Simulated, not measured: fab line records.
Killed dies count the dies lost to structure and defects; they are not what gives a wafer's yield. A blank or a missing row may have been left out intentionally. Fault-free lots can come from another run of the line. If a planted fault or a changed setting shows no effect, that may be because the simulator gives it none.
Split-lot study ; flow n5Finfet ; 7 lots, 39 wafers read, on a route of 1938 steps

THE SPLIT
At N5_MOL_CONTACT_COAG_ETCH_110 (etches Si in CF4/O2, target depth 2.5 nm, time 8 s), the setting biasW was moved away from the recipe's 12 W on 12 of the 39 wafers read, by -13.1% to +9.0%. This setting was run at the recipe's value on the other wafers.

The reading is taken at the split's own step.

THE READING
rfVppV, in V, at N5_MOL_CONTACT_COAG_ETCH_110 (etches Si in CF4/O2, target depth 2.5 nm, time 8 s). Typical for fault-free wafers on this fab line: 127.0 V, with standard deviation 2.8 V.

wafer;tool, chamber at the split;biasW as run, W;against the recipe;rfVppV, V;against lot-mates on the recipe
L075.1;rieDiel-04, 1;13.08;+9.0%;139.7;+10.4
L075.2;rieDiel-04, 3;13.08;+9.0%;138.6;+9.3
L075.3;rieDiel-04, 0;12;recipe;126.8;-
L075.4;rieDiel-04, 2;12;recipe;131.4;-
L075.5;rieDiel-04, 2;12;recipe;129.7;-
L075.6;rieDiel-04, 3;13.08;+9.0%;137.8;+8.5
L077.1;rieDiel-04, 3;12;recipe;127.8;-
L077.2;rieDiel-04, 2;12;recipe;130.9;-
L077.3;rieDiel-04, 0;12;recipe;127.3;-
L077.4;rieDiel-04, 1;12;recipe;129.3;-
L077.5;rieDiel-04, 1;12;recipe;127.8;-
L077.6;rieDiel-04, 2;12;recipe;129.1;-
L079.1;rieDiel-01, 1;12;recipe;128.0;-
L079.2;rieDiel-01, 3;12;recipe;123.5;-
L079.3;rieDiel-01, 2;12;recipe;132.1;-
L079.4;rieDiel-01, 2;12;recipe;130.2;-
L079.5;rieDiel-01, 1;12;recipe;126.1;-
L079.6;rieDiel-01, 3;12;recipe;122.3;-
L088.1;rieDiel-01, 1;10.43;-13.1%;114.1;-14.6
L088.2;rieDiel-01, 3;10.43;-13.1%;110.7;-18.0
L088.3;rieDiel-01, 2;12;recipe;131.9;-
L088.4;rieDiel-01, 0;12;recipe;122.9;-
L088.5;rieDiel-01, 2;12;recipe;131.3;-
L088.6;rieDiel-01, 3;10.43;-13.1%;110.3;-18.4
L091.1;rieDiel-01, 1;12;recipe;125.9;-
L091.2;rieDiel-01, 2;10.81;-9.9%;120.1;-6.0
L091.3;rieDiel-01, 0;12;recipe;126.0;-
L091.4;rieDiel-01, 3;10.81;-9.9%;112.8;-13.3
L091.5;rieDiel-01, 0;10.81;-9.9%;114.0;-12.1
L091.6;rieDiel-01, 1;12;recipe;126.4;-
L092.1;rieDiel-04, 2;11.11;-7.4%;120.2;-7.6
L092.2;rieDiel-04, 0;12;recipe;126.7;-
L092.3;rieDiel-04, 3;12;recipe;127.3;-
L092.4;rieDiel-04, 1;12;recipe;129.5;-
L092.5;rieDiel-04, 2;11.11;-7.4%;121.1;-6.7
L092.6;rieDiel-04, 3;11.11;-7.4%;119.9;-7.9
L094.2;rieDiel-01, 0;12;recipe;123.1;-
L094.3;rieDiel-01, 3;12;recipe;122.6;-
L094.6;rieDiel-01, 0;12;recipe;125.2;-

THE FIT
A straight line over all 39 wafers: rfVppV changes by +1.18 V for each +1% of biasW; r = +0.92; the points scatter about the line by 2.7 V.
The same after taking each lot's own level away (the mean of its wafers on the recipe; 39 wafers): +1.15 V for each +1%; r = +0.93; scatter 2.4 V.
That fit puts the effect of the largest move of biasW on the reading at 15 V.
The lots' own levels span 123.63 to 129.30 V, that is 2.0 times the standard deviation above.
Consequently the slope shifts little with the lot-to-lot level, the two slopes agreeing.
Check: -15.1 V against its lot-mates is what the line predicts for one of the wafers moved furthest among these (-13.1%) when that wafer is left out of the fit. Against them it came out at -14.6 V.
Tool readings at the split's step, against how far the setting was moved: rfVppV r = +0.92.

OTHER SPLITS APPLIED TO THESE WAFERS
Other splits were also applied to these wafers ahead of the reading. Each is held against what the fit with the lots' levels taken away leaves over:
other split on the same wafers;wafers away from the commonest value;r with rfVppV (lot level and that fit taken away)
N5_WELL_APT_EXPOSE_22 doseMj;9;+0.01
N5_DUMMY_GATE_ETCH_37 sourceW;18;+0.17
N5_DUMMY_GATE_ETCH_44 targetDepthA;15;+0.20
N5_SD_EPI_N_ETCH_45 targetDepthA;15;-0.10

FILE'S OWN FIT
rfVppV changes by +1.15 V for each +1% of biasW, r = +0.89.
